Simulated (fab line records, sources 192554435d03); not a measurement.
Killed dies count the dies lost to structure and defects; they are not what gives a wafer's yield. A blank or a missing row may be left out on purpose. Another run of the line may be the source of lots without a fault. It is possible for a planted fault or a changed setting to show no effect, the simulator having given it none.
fab line records -- flow n5-finfet
record lots=5, wafers=12, last-day=17
route steps=1938 shown SD_EPI_P@296 BEOL_M4@1111 PASSIVATION@1936
lots that met no fault: taken from a fault-free run of the same line
start-h: start of the lot's first displayed wafer, in hours after the record's first day -- wait-h: hours from the lot's prior step to this one -- " same as the row above -- L1.1+2: a row that stands for several wafers -- - either no value or no given start -- * or withheld: withheld -- < > ~ a bound
route shown NAME@n: NAME is a module with steps in the file, n the number in the route of the first one -- usual: mean/standard deviation taken from wafers without a fault -- same: alike in all rows -- chamber/n: place in a boat -- sites: readings site by site -- _std_site: their standard deviation -- _edge_site: outer sites' mean less inner sites' -- radius-mm: for every site, how far away it sits from the centre of the wafer -- mask NAME#n: copy n -- behind: tool/chamber where the wafer was last shaped -- hold: cause of the lot's hold/its duration in hours/its outcome -- device: the n, p or np transistor that did not switch -- end of line: tests run on the same wafers once the route is complete -- a step given without rows: its recipe and nothing more -- killed: at the first sort, the dies lost to defects and structure; wafer yield is something else -- map: shows each die of a wafer: x if killed, . if not, _ if none is there
set.NAME: the setting as run; set.NAME@STEP: as run at that earlier step -- model.NAME: the simulator's own value behind a step, which no gauge read
lots at selected steps of the route; one table per step, one row per wafer
services: from which hour (start-h, from the record's first day; less than 0 if before it) a tool's chamber was out of use, for how many hours, and why
## steps
# step N5_SD_EPI_P_COAT_35
# recipe resist=SiARC, temp-c=220, time-s=60, spin-rpm=1500, resist-thk-nm=35
# step N5_SD_EPI_P_COAT_03
# recipe resist=CAR-ArF-block, spin-rpm=1500, resist-thk-nm=150
# step N5_SD_EPI_P_EBR_05
# recipe solvent=PGMEA, ebr-width-mm=1.5
# step N5_SD_EPI_P_SOFTBAKE_04
# recipe temp-c=110, time-s=60, resist=CAR-ArF-block
# step N5_SD_EPI_P_EXPOSE_06
# recipe mask-id=SD_P_BLK, na=1.35, source-shape=conventional, sigma-outer=0.8, polarization=unpolarized, target-cd-nm=240, dose-mj=39.5
# step N5_SD_EPI_P_PEB_07
# recipe peb-temp-c=110, peb-time-s=60, resist=CAR-ArF-block
# step N5_SD_EPI_P_DEVELOP_08
# recipe develop-time-s=30, developer=TMAH, resist=CAR-ArF-block, dev-temp-c=23, rinse-liquid=diw, dry=air-spin
# step N5_SD_EPI_P_DESCUM_14
# recipe chemistry=O2, time-s=7.9, source-power-w=50, bias-power-w=20, pressure-mtorr=20, rf-frequency-hz=2.712e+07, temp-c=40, resist=CAR-ArF-block, o2-flow-sccm=225
# step N5_SD_EPI_P_ETCH_36
# recipe chemistry=CF4, target=SiARC, target-depth-a=455, mask-material=CAR-ArF-block, time-s=75.8, ion-energy-ev=80, pressure-mtorr=40, source-w=545, bias-w=36, Ar_flow_sccm=100, cf4-flow-sccm=100, ends=cleared
# step N5_SD_EPI_P_ETCH_37
# recipe chemistry=N2/H2, target=SOC, overetch-a=1080, mask-material=SiARC, temp-c=40, ion-energy-ev=100, source-w=3000, bias-w=133, pressure-mtorr=20, time-s=486, n2-flow-sccm=200, h2-flow-sccm=200, ends=end-point
# usual drypump-motor-current-A=5.80/0.29, oes-product-au=0.69/0.066, rf-vpp-V=240.8/1.3, showerhead-plenum-p-Torr=2.55/0.082, throttle-valve-pct=23.90/0.3
lot.wafer,tool,chamber,start-h,wait-h,drypump-motor-current-A,oes-product-au,rf-hours-counter-h,rf-vpp-V,showerhead-plenum-p-Torr,throttle-valve-pct,model.SD_EPI_P.cd-nm,model.SiARC_of_SD_EPI_P_COAT_35.thk-nm
L509.1,rie-diel-02,0,68.17,0.0,6.08,0.71,127,241.1,2.55,24.05,239.6,20.2
L509.3,rie-diel-02,1,68.17,0.0,5.90,0.66,174,240.3,2.52,23.99,242.4,20
L509.6,rie-diel-02,2,68.17,0.0,5.33,0.72,-,240.2,2.46,23.67,241.6,20
L520.1,rie-diel-02,2,138.08,0.0,5.31,0.71,130,238.3,2.45,23.71,251.2,11
L520.5,rie-diel-02,3,138.08,0.0,5.58,0.62,-,242.1,2.60,23.96,249.2,12
L521.1,rie-diel-02,2,140.06,0.0,5.29,0.71,130,239.5,2.45,23.68,251,10.8
L521.3,rie-diel-02,1,140.06,0.0,5.90,0.64,195,241.2,2.51,24.00,241.6,19.6
L523.3,rie-diel-02,3,150.69,0.0,5.59,0.62,232,243.0,2.60,23.97,241.4,20.4
L523.5,rie-diel-02,2,150.69,0.0,5.31,0.70,-,239.2,2.45,23.70,251.8,11.2
L529.1,rie-diel-04,0,188.17,0.0,5.84,0.69,153,240.8,2.65,24.19,240.8,19.6
L529.3,rie-diel-04,2,188.17,0.0,5.82,0.80,31,238.4,2.49,23.07,241,19.2
L529.4,rie-diel-04,3,188.17,0.0,5.47,0.65,214,240.1,2.52,24.29,240.4,19.8
# step N5_SD_EPI_P_STRIP_38
# recipe chemistry=N2/H2, temp-c=40, n2-flow-sccm=200, h2-flow-sccm=200, rf-frequency-hz=6e+07
# step N5_SD_EPI_P_ETCHBACK_46
# recipe chemistry=CH3F/O2, mode=anisotropic-etchback, target=SiNx, target-depth-a=175, stop-on=SiO2, over-etch-frac=0.3, ion-energy-ev=120, pressure-mtorr=30, source-w=395, bias-w=73, Ar_flow_sccm=150, CH3F_flow_sccm=30, O2_flow_sccm=20
# step N5_SD_EPI_P_ETCH_47
# recipe chemistry=CH3F/O2, target=SiOCN, target-depth-a=250, mask-material=SOC, ion-energy-ev=60, bias-w=29, pressure-mtorr=30, source-w=410, Ar_flow_sccm=150, CH3F_flow_sccm=30, O2_flow_sccm=20
# step N5_SD_EPI_P_ETCH_16
# recipe chemistry=CHF3/O2, target=SiO2, target-depth-a=50, mask-material=SOC, pressure-mtorr=30, source-w=650, bias-w=170, Ar_flow_sccm=200, CHF3_flow_sccm=50, O2_flow_sccm=5, ion-energy-ev=200
# usual drypump-motor-current-A=5.80/0.28, oes_ar_750_au=0.77/0.074, oes-product-au=0.77/0.08, rf-vpp-V=525/4.3, showerhead-plenum-p-Torr=2.42/0.074, throttle-valve-pct=18.99/0.27
lot.wafer,tool,chamber,start-h,wait-h,drypump-motor-current-A,oes_ar_750_au,oes-product-au,rf-hours-counter-h,rf-vpp-V,showerhead-plenum-p-Torr,throttle-valve-pct,model.SiARC_of_SD_EPI_P_COAT_35.thk-nm
L509.1,rie-diel-02,0,68.70,0.1,6.10,0.79,0.78,127,524,2.42,19.09,12.2
L509.3,rie-diel-02,1,68.70,0.1,5.90,0.74,0.74,175,526,2.40,19.16,11.8
L509.6,rie-diel-02,2,68.70,0.1,5.31,0.80,0.80,-,521,2.33,18.66,11.8
L520.1,rie-diel-02,2,138.61,0.1,5.30,0.79,0.79,130,520,2.33,18.70,2.8
L520.5,rie-diel-02,3,138.61,0.1,5.62,0.69,0.68,-,520,2.47,19.10,4.2
L521.1,rie-diel-02,2,140.58,0.1,5.30,0.78,0.79,131,520,2.32,18.70,2.8
L521.3,rie-diel-02,1,140.58,0.1,5.90,0.72,0.72,196,526,2.39,19.22,11.4
L523.3,rie-diel-02,3,151.22,0.1,5.60,0.69,0.68,232,520,2.47,19.07,12.6
L523.5,rie-diel-02,2,151.22,0.1,5.30,0.78,0.78,-,522,2.32,18.71,3.2
L529.1,rie-diel-04,0,188.69,0.1,5.86,0.77,0.77,153,527,2.50,19.22,11.6
L529.3,rie-diel-04,2,188.69,0.1,5.83,0.89,0.90,31,529,2.36,18.26,10.8
L529.4,rie-diel-04,3,188.69,0.1,5.50,0.73,0.73,214,521,2.39,19.16,11.6
# step N5_SD_EPI_P_STRIP_50
# recipe chemistry=CHF3/O2, resist=SiARC, rf-frequency-hz=6e+07
# step N5_SD_EPI_P_SD_RECESS_17
# recipe chemistry=HBr/Cl2/O2, target-depth-a=391, bt-time-s=3, pressure-mtorr=10, icp-w=800, bias-w=112, HBr_flow_sccm=150, Cl2_flow_sccm=80, O2_flow_sccm=12
# usual drypump-motor-current-A=5.66/0.24, oes-product-au=0.996/0.015, throttle-valve-pct=37.16/0.19
lot.wafer,tool,chamber,start-h,wait-h,drypump-motor-current-A,oes-product-au,rf-hours-counter-h,throttle-valve-pct,model.SD_EPI_P.cd-nm
L509.1,rie-si-01,1,68.77,0.0,5.57,0.975,163,37.08,239.6
L509.3,rie-si-01,2,68.77,0.0,5.96,1.021,85,36.97,242.4
L509.6,rie-si-01,2,68.77,0.0,5.97,1.015,-,36.95,241.6
L520.1,rie-si-01,3,138.68,0.0,5.68,0.974,76,37.50,251.2
L520.5,rie-si-01,3,138.68,0.0,5.66,0.970,-,37.52,249.2
L521.1,rie-si-02,3,140.66,0.0,6.02,1.008,179,37.10,251.2
L521.3,rie-si-02,2,140.66,0.0,5.94,0.971,173,37.34,241.4
L523.3,rie-si-01,1,151.29,0.0,5.64,0.986,165,37.11,241.6
L523.5,rie-si-01,1,151.29,0.0,5.58,0.981,-,37.09,252
L529.1,rie-si-01,3,188.76,0.0,5.68,0.969,77,37.51,240.8
L529.3,rie-si-01,0,188.76,0.0,5.26,0.995,27,37.11,241.2
L529.4,rie-si-01,0,188.76,0.0,5.27,0.995,-,37.10,240.6
# step N5_SD_EPI_P_WET_ETCH_45
# recipe chemistry=dHF, dilution=withheld, time-s=10.7, target=SiO2, target-depth-a=20, temp-c=25, dry=ipa-marangoni, rinse-time-s=30, rinse-temp-c=23
# step N5_BEOL_M4_RC_MEAS_101
# usual DIBL_N=36.3/1.4, DIBL_P=35.7/1.5, IOFF_N=0.155/0.022, IOFF_P=0.204/0.027, ION_N=671/9, ION_P=459/6.2, SS_N=71.5/0.54, SS_P=73.1/0.56, VT_N=250.2/2.6, VT_P=-251/3.3
lot.wafer,tool,chamber,start-h,wait-h,DIBL_N[mV/V],DIBL_P[mV/V],IOFF_N[nA/um],IOFF_P[nA/um],ION_N[uA/um],ION_P[uA/um],SS_N[mV/dec],SS_P[mV/dec],VT_N[mV],VT_P[mV]
L509.1,prober-01,0,186.65,0.0,35.3,35.6,0.161,0.217,673,463,71.2,72.8,246.7,-247
L509.3,prober-01,0,186.65,0.0,37.1,37.4,0.202,0.257,692,475,72.0,73.7,246.3,-248
L509.6,prober-01,0,186.65,0.0,37.3,37.0,0.201,0.250,680,468,71.5,73.3,248.6,-248
L520.1,prober-01,0,247.62,0.0,34.2,32.3,0.129,0.159,672,462,71.0,73.0,253.5,-258
L520.5,prober-01,0,247.62,0.0,36.0,34.0,0.154,0.178,678,452,72.5,73.5,252.0,-256
L521.1,prober-01,0,253.09,0.0,38.4,35.7,0.183,0.193,682,453,72.0,73.8,246.3,-253
L521.3,prober-01,0,253.09,0.0,34.6,32.4,0.125,0.148,664,452,70.7,72.7,250.8,-256
L523.3,prober-01,0,263.09,0.3,34.6,35.8,0.139,0.181,671,459,71.3,72.4,251.3,-250
L523.5,prober-01,0,263.09,0.3,35.6,36.5,0.149,0.194,666,451,72.0,73.4,253.2,-252
L529.1,prober-01,0,302.64,0.0,33.8,33.7,0.109,0.164,647,454,70.6,72.3,256.1,-252
L529.3,prober-01,0,302.64,0.0,33.8,34.3,0.109,0.173,649,454,71.1,72.7,256.4,-251
L529.4,prober-01,0,302.64,0.0,35.0,34.6,0.123,0.178,657,457,71.2,73.0,253.4,-251
# step N5_PASSIVATION_PROBE_49
# usual defect-limited-yield=91.0/1.5, killed_at_M0_to_M3=36/12, killed_at_M4_up=14/5.5, killed-at-contacts=11/4.8, killed-at-front-end=42/12, killed-at-other=3.7/2.7, killed-dies=106/18, killed-open=70/13, killed-short=35/8.2, sort_bin_5_function=5.3/1, sort_bin_6_memory=3.3/0.69, sort-n-pass=1074/18, sort-yield-pct=91.0/1.5
# same gross-dies=1180, killed-at-back-side=0, sort_bin_4_leakage[%]=0, sort_bin_8_speed[%]=0
lot.wafer,tool,chamber,start-h,wait-h,defect-limited-yield[%],killed_at_M0_to_M3,killed_at_M4_up,killed-at-contacts,killed-at-front-end,killed-at-other,killed-dies,killed-open,killed-short,sort_bin_5_function[%],sort_bin_6_memory[%],sort-n-pass,sort-yield-pct[%]
L509.1,prober-02,-,297.29,0.0,90.9,33,12,12,47,3,107,69,37,4.9,4.0,1073,90.9
L509.3,prober-02,-,297.39,0.1,91.4,41,10,9,40,2,102,60,42,5.3,3.2,1078,91.4
L509.6,prober-02,-,297.54,0.3,92.4,35,20,11,19,5,90,64,26,4.7,2.7,1090,92.4
L521.1,prober-01,-,348.59,0.1,90.2,60,5,7,38,6,116,69,47,6.4,3.0,1064,90.2
L521.3,prober-01,-,348.69,0.2,89.7,43,10,15,50,3,121,76,45,6.7,3.2,1059,89.7
# killed by level:class
L509.1 STI_FIN_REVEAL:geometric-particle:open=18 MOL_CONTACT_COAG:geometric-particle:open=10 GATE_CUT:geometric-particle:short=9 BEOL_M2:geometric-particle:open=8 BEOL_M0_SAQP:geometric-particle:short=7 BEOL_M3:geometric-particle:open=7 FIN_SAQP:geometric-particle:short=6 STI_FIN_REVEAL:geometric-particle:short=4
L509.3 BEOL_M0_SAQP:geometric-particle:short=10 STI_FIN_REVEAL:geometric-particle:open=10 MOL_CONTACT_COAG:geometric-particle:open=9 BEOL_M1:geometric-particle:open=8 FIN_SAQP:geometric-particle:short=6 BEOL_M0_SAQP:geometric-particle:open=6 FIN_SAQP:geometric-particle:open=5 GATE_CUT:geometric-particle:short=5
L509.6 BEOL_M3:geometric-particle:open=9 MOL_CONTACT_COAG:geometric-particle:open=9 BEOL_M0_SAQP:geometric-particle:short=9 BEOL_M0_SAQP:geometric-particle:open=6 BEOL_M4:geometric-particle:open=6 BEOL_M2:geometric-particle:open=5 BEOL_M5:geometric-particle:open=5 DUMMY_GATE:geometric-particle:open=4
L521.1 BEOL_M0_SAQP:geometric-particle:short=14 BEOL_M0_SAQP:geometric-particle:open=13 BEOL_M2:geometric-particle:open=12 STI_FIN_REVEAL:geometric-particle:open=9 BEOL_M1:geometric-particle:open=7 FIN_SAQP:geometric-particle:short=5 MOL_CONTACT_COAG:geometric-particle:open=5 GATE_CUT:geometric-particle:short=5
L521.3 STI_FIN_REVEAL:geometric-particle:open=15 BEOL_M2:geometric-particle:open=11 BEOL_M1:geometric-particle:open=11 MOL_CONTACT_COAG:geometric-particle:open=9 BEOL_M0_SAQP:geometric-particle:short=8 DUMMY_GATE:geometric-particle:open=7 GATE_CUT:geometric-particle:short=7 STI_FIN_REVEAL:geometric-particle:short=6
## services
tool,chamber,start-h,hours,kind
rie-diel-04,3,49.33,6.1,repair
rie-diel-04,2,55.43,-,clean
rie-diel-04,2,55.43,-,consumable-replace:focus-ring
rie-diel-04,2,55.43,15.9,scheduled-down
rie-diel-04,2,55.43,15.9,vent-cycle
rie-diel-04,2,86.03,7.0,repair
rie-diel-04,1,100.17,-,clean
rie-diel-04,1,100.17,-,consumable-replace:focus-ring
rie-diel-04,1,100.17,-,consumable-replace:showerhead
rie-diel-04,1,100.17,13.7,scheduled-down
rie-diel-04,1,100.17,13.7,vent-cycle
rie-si-01,1,118.02,3.2,repair
rie-diel-04,3,137.47,4.1,repair
rie-si-02,1,143.48,6.7,repair
rie-diel-04,2,146.42,8.2,repair
rie-si-02,2,157.50,1.6,repair
rie-diel-04,-,173.81,2.7,repair
rie-si-01,1,187.20,8.5,repair
## key
first-sign none at tools or gauges
model-effect step=N5_SD_EPI_P_ETCH_37, value=SD_EPI_P.cd-nm, without=241.9, struck=250.8
model-effect step=N5_SD_EPI_P_ETCH_16, value=SiARC_of_SD_EPI_P_COAT_35.thk-nm, without=11.85, struck=3.25
model-effect step=N5_SD_EPI_P_SD_RECESS_17, value=SD_EPI_P.cd-nm, without=242.1, struck=250.9
met-at N5_SD_EPI_P_ETCH_37
struck-wafers L520.1,L520.5,L521.1,L523.5
onset-between 68.17 138.08
fault kind=process-parameter-drift, tool=rie-diel-02, chamber=-, onset-h=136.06, steps=N5_SD_EPI_P_ETCH_37, channel=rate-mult, offset=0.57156, shape=step, end-h=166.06, scope=struck-wafers-only
